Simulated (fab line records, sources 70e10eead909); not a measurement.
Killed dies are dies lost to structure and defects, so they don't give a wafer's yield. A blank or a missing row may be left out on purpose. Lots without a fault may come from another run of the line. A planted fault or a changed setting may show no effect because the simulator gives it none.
fab line records | flow nand_harc
record lots=5 wafers=15 last_day=23
route steps=1159 shown P_CONTACT@228 END@1159
lots that met no fault: from a run of the same line without faults
start_h: hours from the record's first day to the start of the lot's first wafer shown | wait_h: hours since the lot's step before | " the same as in the row above | L1.1+2: a row that stands for several wafers | - no value, or no start given | * or withheld: withheld | < > ~ a bound
route shown NAME@n: a module of which the file shows steps, and the number in the route of the first | usual: mean/standard deviation of fault-free wafers | same: alike in all rows | chamber/n: place in a boat | sites: the reading at each site | _std_site: their standard deviation | _edge_site: outer sites' mean less inner sites' | radius_mm: how far each site lies from the wafer's centre | mask NAME#n: copy n | behind: the tool/chamber that last shaped the wafer | hold: why the lot was held/for how many hours/how that ended | device: the transistor (n, p or np) that didn't switch | end of line: the same wafers' tests at the end of the route | a step without rows: its recipe alone | killed: dies lost to structure and defects at the first sort, not the wafer's yield | map: a wafer's dies, x killed, . not, _ none there
set.NAME: the setting as run; set.NAME@STEP: as run at that earlier step | model.NAME: the simulator's own value behind a step, which no gauge read
lots at some steps of the route; a table a step, a row a wafer
services: from which hour (start_h, from the record's first day; less than 0 if before it) a tool's chamber was out of use, for how many hours, and why
## steps
# step NHARC_P_CONTACT_EBR_08
# step NHARC_P_CONTACT_EXPOSE_09
# recipe na=1.35 target_cd_nm=90 dose_mj=81.26 mask_id=P_CA
# step NHARC_P_CONTACT_PEB_10
# recipe peb_temp_c=100 peb_time_s=65
# step NHARC_P_CONTACT_DEVELOP_11
# recipe develop_time_s=35 dev_temp_c=23
# step NHARC_P_CONTACT_CD_MEAS_12
# recipe target_cd_nm=90 landing_energy_ev=500
# usual cd_nm=90.1/0.45
# columns lot.wafer tool chamber start_h wait_h cd_nm
L924.2 cd_sem-03 0 106.47 - 90.0
L924.3 " 0 " " 89.8
L924.5 " 0 " " 89.8
L928.4 cd_sem-02 0 132.55 - 89.8
L928.5 " 0 " " 90.2
L928.6 " 0 " " 89.6
L931.3 cd_sem-03 0 153.03 - 89.6
L931.4 " 0 " " 89.5
L931.5 " 0 " " 88.9
L941.4 cd_sem-03 0 211.55 - 89.6
L941.5 " 0 " " 90.0
L941.6 " 0 " " 89.8
L946.2 cd_sem-02 0 241.94 - 90.3
L946.5 " 0 " " 90.0
L946.6 " 0 " " 89.9
# step NHARC_P_CONTACT_OVL_MEAS_13
# usual overlay_x_nm=-0.1/0.91 overlay_y_nm=0.2/0.66
# columns lot.wafer tool chamber start_h wait_h overlay_x_nm overlay_y_nm
L924.2 overlay-01 - 106.56 - 0.9 0.0
L924.3 " - " " 1.7 0.0
L924.5 " - " " 1.2 0.6
L928.4 overlay-01 - 132.63 - -1.7 -0.9
L928.5 " - " " -1.7 -0.4
L928.6 " - " " -1.6 -0.7
L931.3 overlay-02 - 153.12 - -1.3 -0.6
L931.4 " - " " -0.5 -0.5
L931.5 " - " " -1.1 -1.3
L941.4 overlay-01 - 211.63 - 0.4 0.6
L941.5 " - " " -0.1 0.9
L941.6 " - " " 0.2 0.8
L946.2 overlay-01 - 242.04 - -1.1 1.0
L946.5 " - " " -1.2 1.0
L946.6 " - " " -1.5 1.3
# step NHARC_P_CONTACT_INSPECT_14
# usual raw_defect_count=3.8/2.1
# columns lot.wafer tool chamber start_h wait_h raw_defect_count
L924.2 defect_inspect-02 - 106.59 0.0 3
L924.3 " - " " 2
L924.5 " - " " 3
L928.4 defect_inspect-02 - 132.67 0.0 1
L928.5 " - " " 1
L928.6 " - " " 4
L931.3 defect_inspect-01 - 153.15 0.0 5
L931.4 " - " " 5
L931.5 " - " " 3
L941.4 defect_inspect-02 - 211.67 0.0 7
L941.5 " - " " 12
L941.6 " - " " 6
L946.2 defect_inspect-02 - 242.07 0.0 4
L946.5 " - " " 6
L946.6 " - " " 6
# step NHARC_P_CONTACT_DESCUM_17
# recipe time_s=3 o2_flow_sccm=200 ar_flow_sccm=0 bias_power_w=0 chemistry=O2
# usual drypump_motor_current_A=5.7/0.48 oes_product_au=0.996/0.0064 rf_vpp_V=57.8/0.88 showerhead_plenum_p_Torr=1.92/0.084 throttle_valve_pct=11.309/0.0093
# same time_s=3
# columns lot.wafer tool chamber start_h wait_h drypump_motor_current_A oes_product_au rf_hours_counter_h rf_vpp_V showerhead_plenum_p_Torr throttle_valve_pct
L924.3 rie_diel-06 3 106.65 0.1 4.8 0.993 8 58.8 2.07 11.313
L924.2 " 1 " " 5.2 1.008 10 58.0 1.95 11.291
L924.5 " 3 " " 4.8 1.001 - 58.6 2.07 11.309
L928.4 rie_diel-05 2 132.73 0.1 6.2 0.999 13 58.2 2.03 11.322
L928.6 " 2 " " 6.3 0.991 - 57.7 2.03 11.306
L928.5 " 3 " " 5.6 0.994 - 57.5 1.78 11.308
L931.3 rie_diel-12 3 153.21 0.1 5.7 0.995 13 57.8 1.98 11.311
L931.4 " 2 " " 5.8 1.011 12 58.3 1.84 11.303
L931.5 " 3 " " 5.7 0.995 - 58.3 1.98 11.317
L941.4 rie_diel-12 2 211.74 0.1 5.8 1.000 0 56.3 1.84 11.310
L941.5 " 1 " " 5.5 0.998 - 58.0 1.99 11.325
L941.6 " 2 " " 5.8 0.994 - 58.5 1.84 11.307
L946.2 rie_diel-05 1 242.15 0.1 5.4 1.003 7 57.0 1.84 11.317
L946.6 " 3 " " 5.6 0.996 - 58.3 1.78 11.306
L946.5 " 0 " " 5.3 0.991 - 58.4 1.92 11.328
# step NHARC_P_CONTACT_ETCH_35
# recipe target_depth_a=390 over_etch_frac=0.3 time_s=65 ion_energy_ev=80 cf4_flow_sccm=150 ar_flow_sccm=0 rf_w=300 bias_w=100 chemistry=CF4
# usual drypump_motor_current_A=5.8/0.52 oes_product_au=0.996/0.0069 rf_vpp_V=151.2/1.4 run_length_s=86.2/0.5 showerhead_plenum_p_Torr=1.77/0.073 throttle_valve_pct=13.284/0.0086
# same time_s=65
# columns lot.wafer tool chamber start_h wait_h drypump_motor_current_A oes_product_au rf_hours_counter_h rf_vpp_V run_length_s showerhead_plenum_p_Torr throttle_valve_pct
L924.2 rie_diel-06 0 106.74 0.1 5.0 1.002 9 152.3 85.6 1.88 13.285
L924.3 " 1 " " 5.2 1.008 10 151.7 86.7 1.80 13.275
L924.5 " 0 " " 5.0 0.998 - 153.2 85.8 1.88 13.289
L928.4 rie_diel-05 2 132.81 0.1 6.3 0.997 13 153.3 85.8 1.87 13.273
L928.6 " 2 " " 6.2 0.997 - 151.7 85.3 1.86 13.288
L928.5 " 3 " " 5.6 0.992 - 149.3 86.1 1.66 13.284
L931.4 rie_diel-12 1 153.30 0.1 5.4 0.992 8 152.6 86.1 1.83 13.281
L931.3 " 3 " " 5.7 1.003 13 151.6 85.7 1.83 13.275
L931.5 " 1 " " 5.4 1.004 - 151.9 86.1 1.83 13.276
L941.4 rie_diel-12 3 211.81 0.1 5.7 1.000 0 151.2 85.9 1.83 13.281
L941.5 " 3 " " 5.8 0.999 - 151.6 85.9 1.83 13.284
L941.6 " 0 " " 6.7 1.001 - 150.1 87.1 1.72 13.281
L946.2 rie_diel-05 3 242.24 0.1 5.7 0.984 8 149.1 86.5 1.65 13.289
L946.5 " 0 " " 5.3 0.995 - 149.8 86.3 1.77 13.271
L946.6 " 1 " " 5.4 0.992 - 149.8 86.6 1.71 13.292
# step NHARC_P_CONTACT_ETCH_36
# recipe target_depth_a=2600 over_etch_frac=0.25 time_s=406.25 ion_energy_ev=200 n2_flow_sccm=150 h2_flow_sccm=150 ar_flow_sccm=0 rf_w=400 bias_w=150 chemistry=N2/H2
# usual drypump_motor_current_A=5.8/0.48 oes_product_au=0.997/0.0072 rf_vpp_V=430.6/2.6 run_length_s=427.4/0.46 showerhead_plenum_p_Torr=2.04/0.094 throttle_valve_pct=14.170/0.0079
# same time_s=406.25
# columns lot.wafer tool chamber start_h wait_h drypump_motor_current_A oes_product_au rf_hours_counter_h rf_vpp_V run_length_s showerhead_plenum_p_Torr throttle_valve_pct
L924.3 rie_diel-06 2 - - 5.3 1.003 8 435.9 427.4 2.22 14.166
L924.2 " 3 " " 4.8 0.999 8 433.2 426.6 2.22 14.165
L924.5 " 2 " " 5.3 1.012 - 435.8 426.9 2.22 14.173
L928.4 rie_diel-05 0 - - 5.3 0.992 12 431.4 427.6 2.05 14.150
L928.6 " 1 " " 5.4 1.002 - 428.1 427.9 1.96 14.174
L928.5 " 2 " " 6.3 1.001 - 433.9 426.7 2.16 14.178
L931.4 rie_diel-12 2 - - 5.8 1.009 12 427.5 427.7 1.96 14.174
L931.3 " 0 " " 6.7 1.005 13 429.2 428.0 1.97 14.161
L931.5 " 2 " " 5.8 1.004 - 427.5 427.7 1.96 14.170
L941.4 rie_diel-12 0 - - 6.7 0.992 0 429.1 428.3 1.97 14.168
L941.5 " 3 " " 5.7 0.989 - 433.6 427.3 2.11 14.170
L941.6 " 0 " " 6.7 1.009 - 428.6 427.8 1.97 14.173
L946.2 rie_diel-05 2 - - 6.3 0.976 8 432.5 427.3 2.16 14.185
L946.5 " 3 " " 5.6 0.994 - 426.8 427.8 1.89 14.170
L946.6 " 0 " " 5.3 1.001 - 430.6 427.2 2.05 14.167
# step NHARC_P_CONTACT_ETCH_18
# recipe target_depth_a=4810 time_s=240.5 c4f8_flow_sccm=20 o2_flow_sccm=10 ar_flow_sccm=withheld rf_w=600 bias_w=1500 chemistry=C4F8/O2/Ar
# usual oes_product_au=0.961/0.017 rf_vpp_V=978/5.8 run_length_s=261.7/0.44
# same time_s=240.5
# columns lot.wafer tool chamber start_h wait_h oes_product_au rf_hours_counter_h rf_vpp_V run_length_s
L924.3 rie_diel-06 1 - - 0.973 11 979 262.3
L924.2 " 3 " " 0.955 10 988 261.0
L924.5 " 1 " " 0.984 - 981 262.4
L928.4 rie_diel-05 2 - - 0.959 13 985 261.6
L928.6 " 3 " " 0.953 - 968 261.6
L928.5 " 0 " " 0.959 - 979 262.0
L931.3 rie_diel-12 0 - - 0.964 13 974 262.5
L931.4 " 2 " " 0.986 13 974 261.6
L931.5 " 0 " " 0.963 - 974 262.2
L941.4 rie_diel-12 3 - - 0.973 0 983 261.5
L941.5 " 2 " " 0.959 - 974 261.9
L941.6 " 3 " " 0.972 - 983 261.6
L946.2 rie_diel-05 1 - - 0.976 7 974 262.1
L946.6 " 0 " " 0.970 - 978 261.5
L946.5 " 1 " " 0.974 - 973 262.7
# step NHARC_P_CONTACT_STRIP_37
# recipe c4f8_flow_sccm=withheld o2_flow_sccm=8 ar_flow_sccm=withheld bias_w=0 chemistry=C4F8/O2/Ar
# step NHARC_P_CONTACT_ETCH_31
# recipe target_depth_a=300 time_s=85.7 ion_energy_ev=120 over_etch_frac=1 ch3f_flow_sccm=50 o2_flow_sccm=30 ar_flow_sccm=200 rf_w=500 bias_w=100 chemistry=CH3F/O2
# usual drypump_motor_current_A=5.8/0.48 oes_product_au=0.980/0.011 rf_vpp_V=244.5/1.5 run_length_s=106.9/0.46 showerhead_plenum_p_Torr=2.46/0.1 throttle_valve_pct=20.663/0.0091
# columns lot.wafer tool chamber start_h wait_h drypump_motor_current_A oes_product_au rf_hours_counter_h rf_vpp_V run_length_s showerhead_plenum_p_Torr throttle_valve_pct
L924.3 rie_diel-06 0 111.64 - 5.0 1.005 14 245.7 106.5 2.61 20.661
L924.2 " 1 " " 5.2 0.995 14 246.4 107.3 2.50 20.668
L924.5 " 0 " " 5.0 0.996 - 245.8 106.5 2.61 20.657
L928.4 rie_diel-05 0 133.78 - 5.3 0.989 12 245.0 106.7 2.47 20.665
L928.5 " 1 " " 5.4 0.993 - 244.0 107.3 2.37 20.660
L928.6 " 2 " " 6.3 0.990 - 246.7 106.4 2.60 20.660
L931.4 rie_diel-12 3 153.96 - 5.7 0.984 13 246.7 106.4 2.55 20.659
L931.3 " 0 " " 6.7 0.983 13 242.0 107.6 2.38 20.665
L931.5 " 3 " " 5.7 0.978 - 246.8 106.3 2.55 20.670
L941.4 rie_diel-12 1 212.49 - 5.5 0.972 0 245.1 106.6 2.55 20.658
L941.6 " 3 " " 5.7 0.981 - 245.0 106.3 2.54 20.672
L941.5 " 0 " " 6.8 0.987 - 243.0 63.3 2.38 20.658
L946.2 rie_diel-05 1 242.89 - 5.4 0.976 8 243.4 107.3 2.37 20.676
L946.5 " 3 " " 5.7 0.969 - 242.1 106.7 2.29 20.642
L946.6 " 0 " " 5.3 0.963 - 245.0 106.6 2.47 20.668
# step NHARC_P_CONTACT_CD_MEAS_19
# usual cd_nm=89.7/0.9
# columns lot.wafer tool chamber start_h wait_h cd_nm
L924.2 cd_sem-01 - 111.77 - 89.3
L924.3 " - " " 89.1
L924.5 " - " " 89.7
L928.4 cd_sem-03 - 133.89 - 89.6
L928.5 " - " " 90.1
L928.6 " - " " 88.1
L931.3 cd_sem-02 - 154.09 - 89.9
L931.4 " - " " 89.9
L931.5 " - " " 88.8
L941.4 cd_sem-01 - 212.61 - 89.3
L941.5 " - " " 90.0
L941.6 " - " " 90.0
L946.2 cd_sem-02 - 243.02 - 88.9
L946.5 " - " " 90.1
L946.6 " - " " 88.8
# step NHARC_END_SORT_01
# recipe temp_c=25
# usual killed_at_array=26/9.6 killed_at_other=0.7/0.92 killed_at_periphery=3.8/2.7 killed_dies=31/10 killed_open=3.3/1.7 killed_short=1.8/1.3
# same gross_dies=677
# columns lot.wafer tool chamber start_h wait_h killed_at_array killed_at_other killed_at_periphery killed_dies killed_open killed_short
L928.4 prober-02 0 462.20 3.4 28 0 1 29 5 1
L928.5 prober-02 0 463.01 3.8 23 0 3 26 3 1
L928.6 prober-02 0 463.83 4.1 33 2 2 37 1 1
L941.4 prober-01 0 547.12 3.4 28 1 14 43 7 5
L941.5 prober-01 0 547.93 3.7 33 1 9 43 4 1
L941.6 prober-01 0 548.73 4.0 43 1 12 56 4 0
# killed by level:class
L928.4 A_CHANNEL_HOLE_D1:chamber_film_flake=15 A_SLIT:chamber_film_flake=5 A_WL_FILL:geometric_particle:open=2 P_M0:geometric_particle:open=1 A_WL_FILL:geometric_particle:short=1 A_CONTACT:geometric_particle:open=1 A_M0:geometric_particle:open=1 A_STAIRCASE:chamber_film_flake=1
L928.5 A_CHANNEL_HOLE_D1:chamber_film_flake=15 A_SLIT:chamber_film_flake=5 A_STAIRCASE:chamber_film_flake=2 P_GATE:geometric_particle:open=1 P_CONTACT:geometric_particle:open=1 P_M0:geometric_particle:open=1 A_ONON_D1:geometric_particle:short=1
L928.6 A_CHANNEL_HOLE_D1:chamber_film_flake=21 A_SLIT:chamber_film_flake=6 A_M0:chamber_film_flake=2 THIN_TSV:chamber_film_flake=2 A_WL_FILL:geometric_particle:open=1 A_CONTACT:geometric_particle:short=1 P_GATE:chamber_film_flake=1 P_BONDPAD:chamber_film_flake=1
L941.4 A_CHANNEL_HOLE_D1:chamber_film_flake=14 P_CONTACT:chamber_film_flake=7 P_STI:chamber_film_flake=5 A_CONTACT:geometric_particle:open=3 A_CHANNEL_FILL_D1:geometric_particle:open=2 A_CONTACT:chamber_film_flake=2 P_M2:geometric_particle:short=1 A_SOURCE_PLATE:geometric_particle:open=1
L941.5 A_CHANNEL_HOLE_D1:chamber_film_flake=20 P_STI:chamber_film_flake=6 A_CONTACT:chamber_film_flake=6 P_CONTACT:chamber_film_flake=2 A_ONON_D1:geometric_particle:open=1 A_CHANNEL_FILL_D1:geometric_particle:open=1 A_WL_FILL:geometric_particle:open=1 A_M0:geometric_particle:open=1
L941.6 A_CHANNEL_HOLE_D1:chamber_film_flake=31 P_CONTACT:chamber_film_flake=7 P_STI:chamber_film_flake=4 A_CONTACT:geometric_particle:open=3 A_STAIRCASE:chamber_film_flake=3 A_CONTACT:chamber_film_flake=2 P_M0:geometric_particle:open=1 A_ZERO_WELL:chamber_film_flake=1
## services
# columns tool chamber start_h hours kind
rie_diel-12 0 83.46 - clean
rie_diel-12 1 83.46 - clean
rie_diel-12 2 83.46 - clean
rie_diel-12 3 83.46 - clean
rie_diel-05 0 93.63 - clean
rie_diel-05 1 93.63 - clean
rie_diel-05 2 93.63 - clean
rie_diel-05 3 93.63 - clean
rie_diel-12 0 107.96 - clean
rie_diel-12 1 107.96 - clean
rie_diel-12 2 107.96 - clean
rie_diel-12 3 107.96 - clean
rie_diel-05 0 118.16 - clean
rie_diel-05 1 118.16 - clean
rie_diel-05 0 137.20 12.3 repair
rie_diel-05 3 148.56 6.0 repair
rie_diel-05 - 163.60 9.0 pm
rie_diel-06 - 165.24 0.6 repair
rie_diel-05 2 182.64 6.3 repair
rie_diel-12 - 186.53 0.4 repair
rie_diel-05 1 199.10 10.0 repair
rie_diel-06 - 199.66 3.1 repair
rie_diel-12 - 202.45 9.0 pm
rie_diel-06 - 241.85 9.0 pm
## key
first_sign step=NHARC_P_CONTACT_ETCH_31 reading=run_length_s direction=down sigmas=95 usual=* struck=*
effect none on later readings
met_at NHARC_P_CONTACT_ETCH_31
struck_wafers L941.5
tester_left_out L941
onset_between 153.96 212.49
fault kind=process_parameter_drift tool=rie_diel-12 chamber=0 onset_h=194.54 steps=NHARC_P_CONTACT_ETCH_31 channel=time_s offset=* shape=step end_h=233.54 acts_in=* stated=*
# tester_left_out: of these lots the tester's yield and bins aren't shown, on N5 and GAA mostly nor the transistor test; their killed dies are dies lost to structure and defects alone, not to doping, threshold or leakage, so they don't give the yield
